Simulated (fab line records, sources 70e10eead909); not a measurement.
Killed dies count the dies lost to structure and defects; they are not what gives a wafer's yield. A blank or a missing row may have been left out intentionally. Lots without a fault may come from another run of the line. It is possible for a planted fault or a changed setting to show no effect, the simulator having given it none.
Which of the tools did it? + flow nand-harc + Sampling: 22 lots, 66 wafers, 6 of 1159 route steps

WHAT EACH GAUGE READ, for each wafer
Not one reading of a measure or inspect step in the record can be checked against a usual standard deviation.

WHICH TOOL RAN EACH LOT (tool, then ch and the chambers of the sampled wafers, then the start)
| lot  | NHARC_A_CONTACT_DEP_57        | NHARC_A_CONTACT_ETCH_76                       | NHARC_A_CONTACT_DEP_84        | NHARC_A_CONTACT_DESCUM_13          | NHARC_A_CONTACT_ETCH_88            | NHARC_A_CONTACT_STRIP_26       |
|------|-------------------------------|-----------------------------------------------|-------------------------------|------------------------------------|------------------------------------|--------------------------------|
| L074 | acl-dep-01 ch 0, day 16 07:12 | rie-diel-06 ch 0,1,2, day 16 15:10 or earlier | acl-dep-03 ch 0, day 16 15:10 | rie-diel-06 ch 1,2,3, day 16 17:22 | rie-diel-06 ch 0,1,3, day 16 17:27 | rie-diel-06 ch 0,1,2, no start |
| L077 | acl-dep-03 ch 0, day 16 20:29 | rie-diel-06 ch 1,2,3, day 17 04:47 or earlier | acl-dep-02 ch 0, day 17 04:47 | rie-diel-13 ch 0,1,3, day 17 06:59 | rie-diel-13 ch 2,3, day 17 07:04   | rie-diel-13 ch 0,1,3, no start |
| L075 | acl-dep-01 ch 0, day 16 20:53 | rie-diel-13 ch 1,2,3, day 17 04:49 or earlier | acl-dep-01 ch 0, day 17 04:49 | rie-diel-06 ch 1,2,3, day 17 07:07 | rie-diel-06 ch 0,1,2, day 17 07:13 | rie-diel-06 ch 0,2,3, no start |
| L079 | acl-dep-03 ch 0, day 17 00:09 | rie-diel-05 ch 1,2,3, day 17 06:57 or earlier | acl-dep-02 ch 0, day 17 06:57 | rie-diel-06 ch 0,2,3, day 17 08:59 | rie-diel-06 ch 0,1,3, day 17 09:04 | rie-diel-06 ch 0,1,3, no start |
| L078 | acl-dep-01 ch 0, day 17 00:40 | rie-diel-06 ch 1,3, day 17 07:38 or earlier   | acl-dep-03 ch 0, day 17 07:38 | rie-diel-05 ch 1,3, day 17 09:55   | rie-diel-05 ch 0,1, day 17 09:59   | rie-diel-13 ch 1,2, no start   |
| L076 | acl-dep-02 ch 0, day 17 03:23 | rie-diel-06 ch 1,3, day 17 10:12 or earlier   | acl-dep-03 ch 0, day 17 10:12 | rie-diel-06 ch 1,2,3, day 17 12:02 | rie-diel-06 ch 1,2, day 17 12:08   | rie-diel-06 ch 0,3, no start   |
| L082 | acl-dep-02 ch 0, day 18 13:48 | rie-diel-13 ch 1,2, day 18 23:35 or earlier   | acl-dep-03 ch 0, day 18 23:35 | rie-diel-06 ch 0,3, day 19 01:39   | rie-diel-06 ch 0,3, day 19 01:44   | rie-diel-06 ch 0,1,3, no start |
| L081 | acl-dep-02 ch 0, day 18 16:43 | rie-diel-06 ch 0,1, day 19 02:47 or earlier   | acl-dep-03 ch 0, day 19 02:47 | rie-diel-06 ch 0,1, day 19 04:51   | rie-diel-06 ch 0,1,2, day 19 04:56 | rie-diel-13 ch 0,2,3, no start |
| L083 | acl-dep-02 ch 0, day 18 21:30 | rie-diel-05 ch 1,2,3, day 19 08:17 or earlier | acl-dep-03 ch 0, day 19 08:17 | rie-diel-06 ch 0,1,3, day 19 09:46 | rie-diel-06 ch 0,1, day 19 09:50   | rie-diel-05 ch 1,2,3, no start |
| L086 | acl-dep-03 ch 0, day 19 06:15 | rie-diel-05 ch 0,2,3, day 19 13:04 or earlier | acl-dep-03 ch 0, day 19 13:04 | rie-diel-13 ch 0,1,2, day 19 15:05 | rie-diel-13 ch 1,2, day 19 15:09   | rie-diel-05 ch 1,2, no start   |
| L084 | acl-dep-02 ch 0, day 19 06:58 | rie-diel-13 ch 0,2,3, day 19 14:42 or earlier | acl-dep-01 ch 0, day 19 14:42 | rie-diel-06 ch 0,2, day 19 16:44   | rie-diel-06 ch 2,3, day 19 16:50   | rie-diel-06 ch 0,2, no start   |
| L085 | acl-dep-03 ch 0, day 19 09:50 | rie-diel-06 ch 2,3, day 19 18:42 or earlier   | acl-dep-03 ch 0, day 19 18:42 | rie-diel-06 ch 1,2, day 19 20:46   | rie-diel-06 ch 0,2,3, day 19 20:51 | rie-diel-06 ch 2,3, no start   |
| L087 | acl-dep-03 ch 0, day 20 09:54 | rie-diel-05 ch 1,2, day 20 20:52 or earlier   | acl-dep-02 ch 0, day 20 20:52 | rie-diel-06 ch 1,2, day 20 23:03   | rie-diel-06 ch 0,1, day 20 23:10   | rie-diel-13 ch 1,2, no start   |
| L089 | acl-dep-02 ch 0, day 20 10:27 | rie-diel-06 ch 0,1, day 20 20:04 or earlier   | acl-dep-03 ch 0, day 20 20:04 | rie-diel-06 ch 0,2, day 20 21:45   | rie-diel-06 ch 0,1, day 20 21:52   | rie-diel-06 ch 0,1,2, no start |
| L091 | acl-dep-03 ch 0, day 20 13:51 | rie-diel-06 ch 1,2,3, day 20 23:58 or earlier | acl-dep-02 ch 0, day 20 23:58 | rie-diel-13 ch 0,1,2, day 21 02:03 | rie-diel-13 ch 0,1,3, day 21 02:20 | rie-diel-05 ch 0,3, no start   |
| L090 | acl-dep-02 ch 0, day 20 15:26 | rie-diel-06 ch 0,3, day 21 03:17 or earlier   | acl-dep-03 ch 0, day 21 03:17 | rie-diel-13 ch 0,1,2, day 21 05:25 | rie-diel-13 ch 1,2,3, day 21 05:38 | rie-diel-13 ch 0,1,3, no start |
| L088 | acl-dep-03 ch 0, day 20 21:28 | rie-diel-13 ch 0,1, day 21 07:32 or earlier   | acl-dep-02 ch 0, day 21 07:32 | rie-diel-06 ch 0,2,3, day 21 09:17 | rie-diel-06 ch 1,3, day 21 09:23   | rie-diel-05 ch 0,3, no start   |
| L095 | acl-dep-02 ch 0, day 21 03:35 | rie-diel-06 ch 0,1,3, day 21 12:10 or earlier | acl-dep-02 ch 0, day 21 12:10 | rie-diel-06 ch 0,1,3, day 21 14:23 | rie-diel-06 ch 0,3, day 21 14:27   | rie-diel-13 ch 0,1,3, no start |
| L094 | acl-dep-03 ch 0, day 21 09:57 | rie-diel-13 ch 0,2,3, day 21 16:41 or earlier | acl-dep-02 ch 0, day 21 16:41 | rie-diel-06 ch 0,1,2, day 21 18:40 | rie-diel-06 ch 0,2,3, day 21 18:45 | rie-diel-06 ch 1,2, no start   |
| L092 | acl-dep-02 ch 0, day 21 21:26 | rie-diel-13 ch 2,3, day 22 05:06 or earlier   | acl-dep-03 ch 0, day 22 05:06 | rie-diel-05 ch 0,2,3, day 22 07:10 | rie-diel-05 ch 1,2,3, day 22 07:22 | rie-diel-06 ch 0,1,2, no start |
| L097 | acl-dep-01 ch 0, day 22 03:13 | rie-diel-06 ch 0,1, day 22 09:55 or earlier   | acl-dep-02 ch 0, day 22 09:55 | rie-diel-06 ch 0,3, day 22 11:41   | rie-diel-06 ch 2,3, day 22 11:46   | rie-diel-05 ch 0,3, no start   |
| L096 | acl-dep-02 ch 0, day 22 05:10 | rie-diel-06 ch 2,3, day 22 12:34 or earlier   | acl-dep-03 ch 0, day 22 12:34 | rie-diel-05 ch 1,2, day 22 14:19   | rie-diel-05 ch 0,1, day 22 14:32   | rie-diel-06 ch 0,1,2, no start |
- NHARC_A_CONTACT_DEP_57: deposits aC, target thk 2800 nm.
- NHARC_A_CONTACT_ETCH_76: etches the open film in N2/H2, target depth 260 nm, time 475.3 s.
- NHARC_A_CONTACT_DEP_84: deposits aC, target thk 2000 nm.
- NHARC_A_CONTACT_DESCUM_13: chemistry O2, time 3 s.
- NHARC_A_CONTACT_ETCH_88: etches the open film in CF4, target depth 39 nm, time 65 s.
- NHARC_A_CONTACT_STRIP_26: strips in O2.

WHAT THE TOOLS THEMSELVES READ (means of the sampled wafers that have a number; where no wafer has one, the mark that the record gives instead)
NHARC_A_CONTACT_DEP_57. Usual: throttle-valve-pct at 34.999 %, with a standard deviation of 0.0092.
| lot  | tool       | throttle-valve-pct (%) | flag |
|------|------------|------------------------|------|
| L074 | acl-dep-01 | 34.999                 |      |
| L077 | acl-dep-03 | 35.003                 |      |
| L075 | acl-dep-01 | 34.994                 |      |
| L079 | acl-dep-03 | 35.008                 |      |
| L078 | acl-dep-01 | 34.997                 |      |
| L076 | acl-dep-02 | 35.000                 |      |
| L082 | acl-dep-02 | 35.005                 |      |
| L081 | acl-dep-02 | 34.987                 |      |
| L083 | acl-dep-02 | 34.990                 |      |
| L086 | acl-dep-03 | 34.994                 |      |
| L084 | acl-dep-02 | 34.995                 |      |
| L085 | acl-dep-03 | 35.003                 |      |
| L087 | acl-dep-03 | 34.986                 |      |
| L089 | acl-dep-02 | 34.998                 |      |
| L091 | acl-dep-03 | 34.998                 |      |
| L090 | acl-dep-02 | 35.003                 |      |
| L088 | acl-dep-03 | 35.007                 |      |
| L095 | acl-dep-02 | 35.002                 |      |
| L094 | acl-dep-03 | 35.001                 |      |
| L092 | acl-dep-02 | 35.001                 |      |
| L097 | acl-dep-01 | 34.995                 |      |
| L096 | acl-dep-02 | 34.999                 |      |

NHARC_A_CONTACT_ETCH_76. Usual: bias-w 150.0 W, standard deviation 0.44; drypump-motor-current-A 5.8 A, standard deviation 0.53; h2-flow-sccm 150.0 sccm, standard deviation 0.48; oes-product-au 0.999 a.u., standard deviation 0.0079; rf-vpp-V 431.0 V, standard deviation 2.7; showerhead-plenum-p-Torr 2.06 Torr, standard deviation 0.093; throttle-valve-pct 14.170 %, standard deviation 0.0094.
| lot  | tool        | bias-w (W) | drypump-motor-current-A (A) | h2-flow-sccm (sccm) | oes-product-au (a.u.) | rf-vpp-V (V) | showerhead-plenum-p-Torr (Torr) | throttle-valve-pct (%) | flag |
|------|-------------|------------|-----------------------------|---------------------|-----------------------|--------------|---------------------------------|------------------------|------|
| L074 | rie-diel-06 | 150.2      | 5.2                         | 150.6               | 1.003                 | 429.3        | 2.01                            | 14.173                 |      |
| L077 | rie-diel-06 | 150.1      | 5.7                         | 150.1               | 0.999                 | 430.2        | 2.06                            | 14.174                 |      |
| L075 | rie-diel-13 | 150.1      | 6.1                         | 149.9               | 1.002                 | 430.2        | 2.04                            | 14.172                 |      |
| L079 | rie-diel-05 | 149.3      | 5.9                         | 150.0               | 1.001                 | 431.6        | 2.08                            | 14.169                 |      |
| L078 | rie-diel-06 | 149.5      | 5.8                         | 149.9               | 0.996                 | 428.6        | 1.97                            | 14.172                 |      |
| L076 | rie-diel-06 | 150.2      | 6.3                         | 150.0               | 0.994                 | 431.0        | 2.06                            | 14.173                 |      |
| L082 | rie-diel-13 | 150.1      | 5.9                         | 150.5               | 1.002                 | 429.8        | 2.02                            | 14.179                 |      |
| L081 | rie-diel-06 | 150.0      | 5.4                         | 149.8               | 0.995                 | 427.6        | 1.93                            | 14.168                 |      |
| L083 | rie-diel-05 | 150.2      | 5.9                         | 150.0               | 0.995                 | 431.7        | 2.07                            | 14.172                 |      |
| L086 | rie-diel-05 | 150.0      | 6.0                         | 150.1               | 0.995                 | 431.3        | 2.08                            | 14.162                 |      |
| L084 | rie-diel-13 | 150.0      | 6.0                         | 150.0               | 0.998                 | 432.6        | 2.11                            | 14.162                 |      |
| L085 | rie-diel-06 | 149.9      | 6.1                         | 149.9               | 1.001                 | 433.2        | 2.14                            | 14.167                 |      |
| L087 | rie-diel-05 | 150.3      | 5.8                         | 149.8               | 1.000                 | 432.3        | 2.09                            | 14.168                 |      |
| L089 | rie-diel-06 | 150.0      | 5.4                         | 149.7               | 0.997                 | 427.2        | 1.93                            | 14.168                 |      |
| L091 | rie-diel-06 | 149.4      | 5.7                         | 150.1               | 1.002                 | 430.2        | 2.05                            | 14.174                 |      |
| L090 | rie-diel-06 | 149.8      | 5.7                         | 150.1               | 1.000                 | 431.1        | 2.04                            | 14.163                 |      |
| L088 | rie-diel-13 | 150.0      | 6.0                         | 149.9               | 0.998                 | 431.8        | 2.11                            | 14.171                 |      |
| L095 | rie-diel-06 | 150.0      | 5.8                         | 149.9               | 1.002                 | 430.1        | 2.00                            | 14.169                 |      |
| L094 | rie-diel-13 | 150.2      | 6.0                         | 149.7               | 0.991                 | 432.2        | 2.11                            | 14.170                 |      |
| L092 | rie-diel-13 | 149.9      | 6.0                         | 150.1               | 1.003                 | 431.4        | 2.05                            | 14.159                 |      |
| L097 | rie-diel-06 | 149.8      | 5.4                         | 149.7               | 0.993                 | 427.4        | 1.92                            | 14.167                 |      |
| L096 | rie-diel-06 | 150.3      | 6.1                         | 149.8               | 1.009                 | 433.9        | 2.13                            | 14.173                 |      |

NHARC_A_CONTACT_DEP_84. Usual: throttle-valve-pct at 35.000 %, with a standard deviation of 0.0088.
| lot  | tool       | throttle-valve-pct (%) | flag |
|------|------------|------------------------|------|
| L074 | acl-dep-03 | 34.999                 |      |
| L077 | acl-dep-02 | 35.007                 |      |
| L075 | acl-dep-01 | 34.998                 |      |
| L079 | acl-dep-02 | 35.005                 |      |
| L078 | acl-dep-03 | 34.999                 |      |
| L076 | acl-dep-03 | 34.999                 |      |
| L082 | acl-dep-03 | 34.996                 |      |
| L081 | acl-dep-03 | 35.005                 |      |
| L083 | acl-dep-03 | 34.992                 |      |
| L086 | acl-dep-03 | 34.996                 |      |
| L084 | acl-dep-01 | 34.994                 |      |
| L085 | acl-dep-03 | 35.001                 |      |
| L087 | acl-dep-02 | 35.001                 |      |
| L089 | acl-dep-03 | 35.010                 |      |
| L091 | acl-dep-02 | 35.007                 |      |
| L090 | acl-dep-03 | 34.999                 |      |
| L088 | acl-dep-02 | 34.997                 |      |
| L095 | acl-dep-02 | 34.999                 |      |
| L094 | acl-dep-02 | 34.995                 |      |
| L092 | acl-dep-03 | 34.990                 |      |
| L097 | acl-dep-02 | 34.999                 |      |
| L096 | acl-dep-03 | 35.002                 |      |

NHARC_A_CONTACT_DESCUM_13. Usual: drypump-motor-current-A 5.7 A, standard deviation 0.55; oes-product-au 0.999 a.u., standard deviation 0.0076; rf-vpp-V 57.8 V, standard deviation 0.85; showerhead-plenum-p-Torr 1.93 Torr, standard deviation 0.087; throttle-valve-pct 11.311 %, standard deviation 0.0083.
| lot  | tool        | drypump-motor-current-A (A) | oes-product-au (a.u.) | rf-vpp-V (V) | showerhead-plenum-p-Torr (Torr) | throttle-valve-pct (%) | flag |
|------|-------------|-----------------------------|-----------------------|--------------|---------------------------------|------------------------|------|
| L074 | rie-diel-06 | 5.7                         | 0.990                 | 57.7         | 1.93                            | 11.314                 |      |
| L077 | rie-diel-13 | 6.1                         | 1.003                 | 57.7         | 1.96                            | 11.326                 |      |
| L075 | rie-diel-06 | 5.7                         | 0.989                 | 58.1         | 1.93                            | 11.313                 |      |
| L079 | rie-diel-06 | 5.6                         | 0.999                 | 58.5         | 1.96                            | 11.312                 |      |
| L078 | rie-diel-05 | 6.0                         | 0.996                 | 58.2         | 1.97                            | 11.308                 |      |
| L076 | rie-diel-06 | 5.7                         | 0.992                 | 56.4         | 1.93                            | 11.313                 |      |
| L082 | rie-diel-06 | 6.2                         | 1.005                 | 57.7         | 1.96                            | 11.310                 |      |
| L081 | rie-diel-06 | 5.4                         | 0.997                 | 57.5         | 1.81                            | 11.300                 |      |
| L083 | rie-diel-06 | 5.8                         | 1.000                 | 57.2         | 1.88                            | 11.312                 |      |
| L086 | rie-diel-13 | 6.0                         | 1.001                 | 58.3         | 1.94                            | 11.311                 |      |
| L084 | rie-diel-06 | 5.1                         | 0.998                 | 58.5         | 1.96                            | 11.305                 |      |
| L085 | rie-diel-06 | 5.1                         | 1.005                 | 57.3         | 1.92                            | 11.311                 |      |
| L087 | rie-diel-06 | 5.3                         | 1.004                 | 57.5         | 1.85                            | 11.307                 |      |
| L089 | rie-diel-06 | 5.2                         | 1.001                 | 57.2         | 1.92                            | 11.317                 |      |
| L091 | rie-diel-13 | 5.9                         | 0.998                 | 58.0         | 1.93                            | 11.318                 |      |
| L090 | rie-diel-13 | 6.0                         | 1.000                 | 57.5         | 1.93                            | 11.299                 |      |
| L088 | rie-diel-06 | 5.7                         | 0.997                 | 58.0         | 1.96                            | 11.306                 |      |
| L095 | rie-diel-06 | 5.8                         | 1.007                 | 57.5         | 1.88                            | 11.308                 |      |
| L094 | rie-diel-06 | 5.2                         | 1.009                 | 57.6         | 1.88                            | 11.315                 |      |
| L092 | rie-diel-05 | 6.0                         | 0.992                 | 58.0         | 1.94                            | 11.301                 |      |
| L097 | rie-diel-06 | 5.7                         | 0.997                 | 57.4         | 1.92                            | 11.309                 |      |
| L096 | rie-diel-05 | 5.8                         | 0.993                 | 57.6         | 1.96                            | 11.312                 |      |

NHARC_A_CONTACT_ETCH_88. Usual: bias-w 99.97 W, standard deviation 0.3; drypump-motor-current-A 5.7 A, standard deviation 0.54; oes-product-au 1.000 a.u., standard deviation 0.0078; rf-vpp-V 151.3 V, standard deviation 1.2; showerhead-plenum-p-Torr 1.78 Torr, standard deviation 0.074; throttle-valve-pct 13.284 %, standard deviation 0.0098.
| lot  | tool        | bias-w (W) | drypump-motor-current-A (A) | oes-product-au (a.u.) | rf-vpp-V (V) | showerhead-plenum-p-Torr (Torr) | throttle-valve-pct (%) | flag |
|------|-------------|------------|-----------------------------|-----------------------|--------------|---------------------------------|------------------------|------|
| L074 | rie-diel-06 | 99.82      | 5.8                         | 0.989                 | 150.8        | 1.75                            | 13.279                 |      |
| L077 | rie-diel-13 | 99.80      | 6.1                         | 1.003                 | 151.5        | 1.80                            | 13.291                 |      |
| L075 | rie-diel-06 | 99.71      | 5.2                         | 0.991                 | 151.8        | 1.75                            | 13.282                 |      |
| L079 | rie-diel-06 | 100.00     | 5.8                         | 0.996                 | 150.5        | 1.75                            | 13.286                 |      |
| L078 | rie-diel-05 | 99.87      | 6.0                         | 0.999                 | 152.0        | 1.86                            | 13.285                 |      |
| L076 | rie-diel-06 | 100.19     | 5.1                         | 0.998                 | 151.0        | 1.78                            | 13.278                 |      |
| L082 | rie-diel-06 | 100.23     | 5.7                         | 1.004                 | 151.3        | 1.77                            | 13.280                 |      |
| L081 | rie-diel-06 | 99.88      | 5.3                         | 1.000                 | 150.9        | 1.75                            | 13.279                 |      |
| L083 | rie-diel-06 | 99.91      | 5.3                         | 1.000                 | 150.4        | 1.71                            | 13.280                 |      |
| L086 | rie-diel-13 | 100.20     | 5.9                         | 0.995                 | 151.2        | 1.75                            | 13.285                 |      |
| L084 | rie-diel-06 | 99.83      | 5.5                         | 1.001                 | 152.8        | 1.84                            | 13.289                 |      |
| L085 | rie-diel-06 | 99.87      | 5.6                         | 1.006                 | 151.6        | 1.81                            | 13.269                 |      |
| L087 | rie-diel-06 | 100.21     | 5.4                         | 1.002                 | 149.9        | 1.68                            | 13.277                 |      |
| L089 | rie-diel-06 | 99.97      | 5.4                         | 0.996                 | 150.2        | 1.68                            | 13.288                 |      |
| L091 | rie-diel-13 | 100.07     | 6.2                         | 0.993                 | 152.2        | 1.80                            | 13.286                 |      |
| L090 | rie-diel-13 | 100.16     | 6.1                         | 0.995                 | 150.8        | 1.76                            | 13.279                 |      |
| L088 | rie-diel-06 | 100.04     | 6.2                         | 1.006                 | 151.3        | 1.78                            | 13.293                 |      |
| L095 | rie-diel-06 | 99.88      | 5.7                         | 1.008                 | 151.6        | 1.77                            | 13.294                 |      |
| L094 | rie-diel-06 | 99.86      | 5.6                         | 1.011                 | 152.3        | 1.81                            | 13.280                 |      |
| L092 | rie-diel-05 | 99.85      | 5.9                         | 0.996                 | 150.7        | 1.78                            | 13.291                 |      |
| L097 | rie-diel-06 | 100.43     | 6.1                         | 1.006                 | 152.1        | 1.84                            | 13.278                 |      |
| L096 | rie-diel-05 | 100.11     | 6.0                         | 0.991                 | 151.9        | 1.84                            | 13.291                 |      |

NHARC_A_CONTACT_STRIP_26. Usual: drypump-motor-current-A 5.8 A, standard deviation 0.5; oes-product-au 0.998 a.u., standard deviation 0.0081; rf-vpp-V 57.9 V, standard deviation 0.93; showerhead-plenum-p-Torr 3.56 Torr, standard deviation 0.15; throttle-valve-pct 17.037 %, standard deviation 0.009.
| lot  | tool        | drypump-motor-current-A (A) | oes-product-au (a.u.) | rf-vpp-V (V) | showerhead-plenum-p-Torr (Torr) | throttle-valve-pct (%) | flag |
|------|-------------|-----------------------------|-----------------------|--------------|---------------------------------|------------------------|------|
| L074 | rie-diel-06 | 5.3                         | 0.998                 | 58.4         | 3.49                            | 17.039                 |      |
| L077 | rie-diel-13 | 6.2                         | 0.993                 | 58.7         | 3.61                            | 17.039                 |      |
| L075 | rie-diel-06 | 5.7                         | 0.996                 | 56.9         | 3.61                            | 17.033                 |      |
| L079 | rie-diel-06 | 5.8                         | 0.987                 | 57.2         | 3.48                            | 17.039                 |      |
| L078 | rie-diel-13 | 6.0                         | 1.007                 | 57.7         | 3.50                            | 17.044                 |      |
| L076 | rie-diel-06 | 5.7                         | 1.002                 | 57.8         | 3.55                            | 17.031                 |      |
| L082 | rie-diel-06 | 5.8                         | 1.004                 | 58.1         | 3.48                            | 17.043                 |      |
| L081 | rie-diel-13 | 6.0                         | 1.010                 | 58.8         | 3.64                            | 17.042                 |      |
| L083 | rie-diel-05 | 5.9                         | 0.991                 | 58.1         | 3.57                            | 17.040                 |      |
| L086 | rie-diel-05 | 5.8                         | 0.991                 | 58.0         | 3.62                            | 17.037                 |      |
| L084 | rie-diel-06 | 5.1                         | 1.001                 | 58.0         | 3.61                            | 17.033                 |      |
| L085 | rie-diel-06 | 5.6                         | 1.002                 | 58.5         | 3.68                            | 17.035                 |      |
| L087 | rie-diel-13 | 6.1                         | 0.997                 | 57.3         | 3.45                            | 17.037                 |      |
| L089 | rie-diel-06 | 5.3                         | 1.006                 | 57.4         | 3.48                            | 17.029                 |      |
| L091 | rie-diel-05 | 6.2                         | 0.996                 | 58.4         | 3.64                            | 17.040                 |      |
| L090 | rie-diel-13 | 6.2                         | 0.995                 | 57.3         | 3.60                            | 17.042                 |      |
| L088 | rie-diel-05 | 6.2                         | 0.996                 | 58.2         | 3.64                            | 17.029                 |      |
| L095 | rie-diel-13 | 6.2                         | 0.997                 | 58.0         | 3.59                            | 17.035                 |      |
| L094 | rie-diel-06 | 5.3                         | 1.006                 | 57.0         | 3.41                            | 17.037                 |      |
| L092 | rie-diel-06 | 5.3                         | 0.999                 | 57.8         | 3.47                            | 17.036                 |      |
| L097 | rie-diel-05 | 6.2                         | 0.988                 | 57.8         | 3.58                            | 17.034                 |      |
| L096 | rie-diel-06 | 5.3                         | 0.998                 | 57.5         | 3.47                            | 17.041                 |      |

THE ANSWER, worked out from the rows above alone
Rule: lot off if the mean of its wafers having a number is beyond 3 standard deviations from the usual mean. Also off: a lot with no number at a reading for which 4 or more lots have one. Where the step has rows for the other lots, those lots are counted as sound. Order of review: gauges by route order, followed by the tools' own readings, for which a lot's mean as printed above is used. The first step at which some lot is off is used, and at that step the reading that is off furthest; a lot without a number counts as furthest.
No lot is off at any reading shown: from this, nothing can be told.

WHAT THE SIMULATOR HAD PUT IN
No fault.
